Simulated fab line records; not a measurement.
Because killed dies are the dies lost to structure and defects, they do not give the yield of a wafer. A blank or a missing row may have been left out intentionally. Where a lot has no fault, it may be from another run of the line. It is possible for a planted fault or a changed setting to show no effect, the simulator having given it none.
Which of the tools did it? :: flow nand harc :: 13 lots with 39 wafers sampled at 5 steps, on a route of 1159 steps

WHAT EACH GAUGE READ, for each wafer
NHARC_P_GATE_CD_MEAS_46 targets a cd of 720 nm. Usual: cd nm 719.6 nm, standard deviation 1.2.
lot: L978
measured: day 5 22:08
on: cd sem-01
cd nm (nm): 719.7 718.4 719.8
flag: 

lot: L979
measured: day 6 04:18
on: cd sem-02
cd nm (nm): 717.6 720.9 720.7
flag: 

lot: L981
measured: day 6 22:08
on: cd sem-02
cd nm (nm): 718.8 718.7 719.8
flag: 

lot: L982
measured: day 7 00:26
on: cd sem-03
cd nm (nm): 720.8 720.4 720.1
flag: 

lot: L983
measured: day 6 23:39
on: cd sem-01
cd nm (nm): 719.8 720.6 721.8
flag: 

lot: L985
measured: day 7 11:47
on: cd sem-03
cd nm (nm): 722.1 721.0 721.4
flag: 

lot: L987
measured: day 8 14:22
on: cd sem-03
cd nm (nm): 718.8 721.9 719.6
flag: 

lot: L988
measured: day 8 21:28
on: cd sem-03
cd nm (nm): 719.8 722.4 721.3
flag: 

lot: L989
measured: day 8 14:06
on: cd sem-01
cd nm (nm): 718.3 718.3 718.8
flag: 

lot: L995
measured: day 10 04:44
on: cd sem-02
cd nm (nm): 719.9 718.1 717.9
flag: 

lot: L996
measured: day 10 13:30
on: cd sem-01
cd nm (nm): 719.0 718.6 717.9
flag: 

lot: L997
measured: day 10 16:11
on: cd sem-01
cd nm (nm): 721.4 718.3 719.2
flag: 

lot: L998
measured: day 11 08:40
on: cd sem-03
cd nm (nm): 719.8 719.6 719.4
flag: 

NHARC_END_SORT_01. Usual: killed at array 28, standard deviation 11; killed at other 0.9, standard deviation 1.2; killed at periphery 2.6, standard deviation 2.1; killed dies 31, standard deviation 11; killed open 3.1, standard deviation 1.7; killed short 1.9, standard deviation 1.3.
lot: L987
measured: day 25 18:23
on: prober-01
killed at array: 19 29 19
killed at other: 0 0 0
killed at periphery: 658 648 658
killed dies: 677 677 677
killed open: 1 3 3
killed short: 2 1 1
flag: OFF

lot: L988
measured: day 26 03:54
on: prober-01
killed at array: 33 27 22
killed at other: 5 1 3
killed at periphery: 639 649 652
killed dies: 677 677 677
killed open: 5 2 3
killed short: 4 0 2
flag: OFF

lot: L989
measured: day 24 05:40
on: prober-02
killed at array: 33 32 36
killed at other: 1 2 0
killed at periphery: 643 643 641
killed dies: 677 677 677
killed open: 1 6 2
killed short: 5 2 2
flag: OFF

TOOL THAT RAN EACH LOT (tool first, then ch and the chambers of the sampled wafers, then the start)
lot: L978
NHARC_P_STI_CMP_21: cmp-01 ch 1,3, day 4 00:39
NHARC_P_GATE_DEP_103: pecvd-03 ch 0,1,2, day 5 09:24
NHARC_P_GATE_ETCH_32: rie si-02 ch 2,3, day 5 10:38

lot: L979
NHARC_P_STI_CMP_21: cmp-01 ch 0,2, day 4 08:34
NHARC_P_GATE_DEP_103: pecvd-04 ch 0,1, day 5 15:11
NHARC_P_GATE_ETCH_32: rie si-02 ch 2,3, day 5 16:57

lot: L981
NHARC_P_STI_CMP_21: cmp-02 ch 1,2,3, day 4 21:16
NHARC_P_GATE_DEP_103: pecvd-04 ch 1,2, day 6 09:21
NHARC_P_GATE_ETCH_32: rie si-05 ch 0,1,2, day 6 10:41

lot: L982
NHARC_P_STI_CMP_21: cmp-02 ch 1,2,3, day 5 04:01
NHARC_P_GATE_DEP_103: pecvd-04 ch 0,1, day 6 11:38
NHARC_P_GATE_ETCH_32: rie si-04 ch 0,2,3, day 6 13:07

lot: L983
NHARC_P_STI_CMP_21: cmp-01 ch 2,3, day 5 04:02
NHARC_P_GATE_DEP_103: pecvd-04 ch 0,1, day 6 10:59
NHARC_P_GATE_ETCH_32: rie si-02 ch 1,3, day 6 12:19

lot: L985
NHARC_P_STI_CMP_21: cmp-02 ch 0,2, day 5 16:31
NHARC_P_GATE_DEP_103: pecvd-02 ch 1,2, day 6 23:02
NHARC_P_GATE_ETCH_32: rie si-05 ch 0,1,2, day 7 00:23

lot: L987
NHARC_P_STI_CMP_21: cmp-02 ch 0,2,3, day 6 13:42
NHARC_P_GATE_DEP_103: pecvd-02 ch 0,1, day 8 01:28
NHARC_P_GATE_ETCH_32: rie si-05 ch 0,1,2, day 8 02:58

lot: L988
NHARC_P_STI_CMP_21: cmp-04 ch 1,2,3, day 6 13:43
NHARC_P_GATE_DEP_103: pecvd-04 ch 0,1,2, day 8 01:36
NHARC_P_GATE_ETCH_32: rie si-04 ch 0,1,2, day 8 03:08

lot: L989
NHARC_P_STI_CMP_21: cmp-01 ch 1,2,3, day 6 18:39
NHARC_P_GATE_DEP_103: pecvd-04 ch 0,2, day 8 00:53
NHARC_P_GATE_ETCH_32: rie si-02 ch 0,1,3, day 8 02:49

lot: L995
NHARC_P_STI_CMP_21: cmp-01 ch 0,1,2, day 8 04:38
NHARC_P_GATE_DEP_103: pecvd-02 ch 1,2, day 9 14:29
NHARC_P_GATE_ETCH_32: rie si-05 ch 0,2,3, day 9 15:53

lot: L996
NHARC_P_STI_CMP_21: cmp-04 ch 1,2,3, day 8 14:06
NHARC_P_GATE_DEP_103: pecvd-02 ch 0,2, day 10 00:43
NHARC_P_GATE_ETCH_32: rie si-04 ch 0,2, day 10 02:03

lot: L997
NHARC_P_STI_CMP_21: cmp-02 ch 1,2,3, day 8 21:43
NHARC_P_GATE_DEP_103: pecvd-02 ch 1,2, day 10 03:34
NHARC_P_GATE_ETCH_32: rie si-02 ch 0,2,3, day 10 04:58

lot: L998
NHARC_P_STI_CMP_21: cmp-04 ch 0,2, day 9 05:26
NHARC_P_GATE_DEP_103: pecvd-02 ch 0,2, day 10 20:06
NHARC_P_GATE_ETCH_32: rie si-04 ch 0,2, day 10 21:25
- NHARC_P_STI_CMP_21: polishes, t overpolish 20 s, target thk 380.67 nm.
- NHARC_P_GATE_DEP_103: deposits SiON, target thk 30 nm.
- NHARC_P_GATE_ETCH_32: etches the open film in HBr/Cl2, target depth 150 nm, time 100.1 s.

WHAT THE TOOLS THEMSELVES READ (means of the sampled wafers that have a number; where no wafer has one, the mark that the record gives instead)
NHARC_P_STI_CMP_21. Usual: motor current A 12.0 A, standard deviation 1.3; overpolish run s 20.000 s, standard deviation 0.0086.
lot: L978
tool: cmp-01
motor current A (A): 12.7
overpolish run s (s): 19.995
flag: 

lot: L979
tool: cmp-01
motor current A (A): 11.0
overpolish run s (s): 19.997
flag: 

lot: L981
tool: cmp-02
motor current A (A): 11.0
overpolish run s (s): 20.001
flag: 

lot: L982
tool: cmp-02
motor current A (A): 10.8
overpolish run s (s): 20.007
flag: 

lot: L983
tool: cmp-01
motor current A (A): 12.4
overpolish run s (s): 20.006
flag: 

lot: L985
tool: cmp-02
motor current A (A): 12.7
overpolish run s (s): 19.991
flag: 

lot: L987
tool: cmp-02
motor current A (A): 12.1
overpolish run s (s): 19.999
flag: 

lot: L988
tool: cmp-04
motor current A (A): 12.2
overpolish run s (s): 19.992
flag: 

lot: L989
tool: cmp-01
motor current A (A): 12.7
overpolish run s (s): 19.995
flag: 

lot: L995
tool: cmp-01
motor current A (A): 12.4
overpolish run s (s): 20.003
flag: 

lot: L996
tool: cmp-04
motor current A (A): 12.3
overpolish run s (s): 19.995
flag: 

lot: L997
tool: cmp-02
motor current A (A): 10.9
overpolish run s (s): 20.006
flag: 

lot: L998
tool: cmp-04
motor current A (A): 12.3
overpolish run s (s): 19.995
flag: 

NHARC_P_GATE_DEP_103. Usual: heater power w 732 W, standard deviation 67; rf fwd power W 348.5 W, standard deviation 1.2; susceptor temp C 399.98 C, standard deviation 0.2.
lot: L978
tool: pecvd-03
heater power w (W): 711
rf fwd power W (W): 350.0
susceptor temp C (C): 399.94
flag: 

lot: L979
tool: pecvd-04
heater power w (W): 732
rf fwd power W (W): 349.0
susceptor temp C (C): 399.99
flag: 

lot: L981
tool: pecvd-04
heater power w (W): 704
rf fwd power W (W): 348.1
susceptor temp C (C): 400.18
flag: 

lot: L982
tool: pecvd-04
heater power w (W): 684
rf fwd power W (W): 347.8
susceptor temp C (C): 399.98
flag: 

lot: L983
tool: pecvd-04
heater power w (W): 667
rf fwd power W (W): 349.4
susceptor temp C (C): 399.97
flag: 

lot: L985
tool: pecvd-02
heater power w (W): 840
rf fwd power W (W): 347.5
susceptor temp C (C): 399.94
flag: 

lot: L987
tool: pecvd-02
heater power w (W): 725
rf fwd power W (W): 349.5
susceptor temp C (C): 400.00
flag: 

lot: L988
tool: pecvd-04
heater power w (W): 659
rf fwd power W (W): 348.3
susceptor temp C (C): 400.09
flag: 

lot: L989
tool: pecvd-04
heater power w (W): 718
rf fwd power W (W): 349.8
susceptor temp C (C): 399.91
flag: 

lot: L995
tool: pecvd-02
heater power w (W): 807
rf fwd power W (W): 347.7
susceptor temp C (C): 399.95
flag: 

lot: L996
tool: pecvd-02
heater power w (W): 761
rf fwd power W (W): 348.9
susceptor temp C (C): 400.15
flag: 

lot: L997
tool: pecvd-02
heater power w (W): 782
rf fwd power W (W): 348.6
susceptor temp C (C): 400.04
flag: 

lot: L998
tool: pecvd-02
heater power w (W): 775
rf fwd power W (W): 348.8
susceptor temp C (C): 400.24
flag: 

NHARC_P_GATE_ETCH_32. Usual: bias w 100.03 W, standard deviation 0.29; chamber pressure mTorr 14.999 mTorr, standard deviation 0.018; drypump motor current A 5.9 A, standard deviation 0.49; oes product au 1.000 a.u., standard deviation 0.0074; rf fwd power W 396.5 W, standard deviation 1.5; throttle valve pct 26.407 %, standard deviation 0.0096.
lot: L978
tool: rie si-02
bias w (W): 100.31
chamber pressure mTorr (mTorr): 15.004
drypump motor current A (A): 6.1
oes product au (a.u.): 1.002
rf fwd power W (W): 397.8
throttle valve pct (%): 26.402
flag: 

lot: L979
tool: rie si-02
bias w (W): 99.97
chamber pressure mTorr (mTorr): 14.992
drypump motor current A (A): 6.3
oes product au (a.u.): 1.006
rf fwd power W (W): 397.8
throttle valve pct (%): 26.407
flag: 

lot: L981
tool: rie si-05
bias w (W): 100.07
chamber pressure mTorr (mTorr): 15.004
drypump motor current A (A): 5.7
oes product au (a.u.): 1.009
rf fwd power W (W): 395.7
throttle valve pct (%): 26.403
flag: 

lot: L982
tool: rie si-04
bias w (W): 99.98
chamber pressure mTorr (mTorr): 15.013
drypump motor current A (A): 5.8
oes product au (a.u.): 0.997
rf fwd power W (W): 395.8
throttle valve pct (%): 26.405
flag: 

lot: L983
tool: rie si-02
bias w (W): 100.01
chamber pressure mTorr (mTorr): 14.979
drypump motor current A (A): 6.6
oes product au (a.u.): 1.004
rf fwd power W (W): 395.5
throttle valve pct (%): 26.409
flag: 

lot: L985
tool: rie si-05
bias w (W): 99.95
chamber pressure mTorr (mTorr): 15.005
drypump motor current A (A): 5.7
oes product au (a.u.): 1.000
rf fwd power W (W): 396.9
throttle valve pct (%): 26.408
flag: 

lot: L987
tool: rie si-05
bias w (W): -
chamber pressure mTorr (mTorr): -
drypump motor current A (A): -
oes product au (a.u.): -
rf fwd power W (W): -
throttle valve pct (%): -
flag: OFF

lot: L988
tool: rie si-04
bias w (W): -
chamber pressure mTorr (mTorr): -
drypump motor current A (A): -
oes product au (a.u.): -
rf fwd power W (W): -
throttle valve pct (%): -
flag: OFF

lot: L989
tool: rie si-02
bias w (W): -
chamber pressure mTorr (mTorr): -
drypump motor current A (A): -
oes product au (a.u.): -
rf fwd power W (W): -
throttle valve pct (%): -
flag: OFF

lot: L995
tool: rie si-05
bias w (W): 100.01
chamber pressure mTorr (mTorr): 14.993
drypump motor current A (A): 6.1
oes product au (a.u.): 1.004
rf fwd power W (W): 395.7
throttle valve pct (%): 26.414
flag: 

lot: L996
tool: rie si-04
bias w (W): 99.87
chamber pressure mTorr (mTorr): 14.995
drypump motor current A (A): 6.0
oes product au (a.u.): 0.998
rf fwd power W (W): 398.6
throttle valve pct (%): 26.407
flag: 

lot: L997
tool: rie si-02
bias w (W): 100.00
chamber pressure mTorr (mTorr): 14.993
drypump motor current A (A): 6.0
oes product au (a.u.): 1.006
rf fwd power W (W): 396.9
throttle valve pct (%): 26.405
flag: 

lot: L998
tool: rie si-04
bias w (W): 99.94
chamber pressure mTorr (mTorr): 15.013
drypump motor current A (A): 5.8
oes product au (a.u.): 1.009
rf fwd power W (W): 396.2
throttle valve pct (%): 26.407
flag: 

THE ANSWER, worked out from the rows above alone
Rule: a lot counts as off when the mean over its wafers that have a number is more than 3 standard deviations away from the usual mean. A lot without any number at a reading at which 4 lots or more have one is off too. The other lots that the step has rows for count as sound. The gauges are gone through in route order, then the tools' own readings, and for those a lot's mean is taken as printed above. The first step at which some lot is off is used, and at that step the reading that is off furthest; a lot without a number counts as furthest.
Off at NHARC_END_SORT_01 (killed at periphery): L987, L988, L989. Neither off nor sound, because the step has no rows for them: L978, L979, L981, L982, L983, L985, L995, L996, L997, L998.
If a tool, at a process step before that reading, ran all the lots that are off and no sound lot after the first of them, it fits. Not tried: the gauges at NHARC_END_SORT_01; whatever is off there is also off at NHARC_P_GATE_ETCH_32, on other tools, and gauge error can't account for it. None of those tried fits.

WHAT HAD BEEN PUT IN BY THE SIMULATOR
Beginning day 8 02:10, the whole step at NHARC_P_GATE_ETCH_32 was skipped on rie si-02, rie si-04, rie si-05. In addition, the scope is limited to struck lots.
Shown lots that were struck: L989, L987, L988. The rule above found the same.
